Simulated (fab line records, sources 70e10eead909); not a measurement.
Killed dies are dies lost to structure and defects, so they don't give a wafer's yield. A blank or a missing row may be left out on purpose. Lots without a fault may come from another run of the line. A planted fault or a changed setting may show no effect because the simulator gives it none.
Chamber matching | flow nand_harc | NHARC_P_ZERO_WELL_ETCH_65 on rie_diel-09: 4 sister chambers
The step etches the open film in N2/H2, target depth 80 nm, overetch 24 nm, time 87.88 s. 14 wafers are shown with their chamber, then 7 later ones without.

WAFERS WITH THEIR CHAMBER
wafer  | chamber | showerhead_plenum_p_Torr (Torr) | drypump_motor_current_A (A) | rf_vpp_V (V)
L423.4 | 0       | 1.94                            | 6.6                         | 428
L423.5 | 3       | 2.09                            | 5.7                         | 432
L423.6 | 1       | 2.15                            | 6.2                         | 432
L427.1 | 0       | 1.94                            | 6.5                         | 428
L427.3 | 3       | 2.09                            | 5.7                         | 434
L427.5 | 2       | 1.91                            | 6.1                         | 426
L434.1 | 0       | 1.94                            | 6.5                         | 429
L434.3 | 3       | 2.09                            | 5.7                         | 432
L434.5 | 2       | 1.90                            | 6.1                         | 427
L435.1 | 0       | 1.94                            | 6.5                         | 428
L435.3 | 1       | 2.15                            | 6.3                         | 433
L435.6 | 2       | 1.91                            | 6.1                         | 427
L436.1 | 0       | 1.94                            | 6.5                         | 429
L436.2 | 3       | 2.09                            | 5.7                         | 434

SIGNATURES (means of the wafers above)
reading                  | chamber 0 | chamber 1 | chamber 2 | chamber 3 | scatter within a chamber
showerhead_plenum_p_Torr | 1.9400    | 2.1500    | 1.9067    | 2.0900    | 0.00258
drypump_motor_current_A  | 6.520     | 6.250     | 6.100     | 5.700     | 0.0361
rf_vpp_V                 | 428.40    | 432.50    | 426.67    | 433.00    | 0.798
Rule: a wafer's distance from a chamber is the root of the sum, over the readings, of the square of ((its reading less the chamber's mean) divided by the reading's scatter). The wafer belongs to the nearest chamber; if the next one is less than 2 further off, it can't be placed. The scatter: the root of (the sum of the squares of (reading less its chamber's mean) over the shown wafers, divided by (wafers less chambers)).

WAFERS WITHOUT THEIR CHAMBER
wafer  | showerhead_plenum_p_Torr (Torr) | drypump_motor_current_A (A) | rf_vpp_V (V)
L436.6 | 2.15                            | 6.2                         | 434
L437.3 | 1.91                            | 6.1                         | 427
L437.4 | 2.09                            | 5.7                         | 433
L437.6 | 1.94                            | 6.5                         | 427
L441.1 | 1.90                            | 6.1                         | 426
L441.2 | 2.09                            | 5.7                         | 432
L441.5 | 1.94                            | 6.5                         | 429

WHICH CHAMBER EACH WENT THROUGH
wafer  | from the rows above | in truth
L436.6 | 1                   | 1
L437.3 | 2                   | 2
L437.4 | 3                   | 3
L437.6 | 0                   | 0
L441.1 | 2                   | 2
L441.2 | 3                   | 3
L441.5 | 0                   | 0
Placed correctly: 7 of 7. Can't be placed from these rows: 0. Placed wrongly: 0.
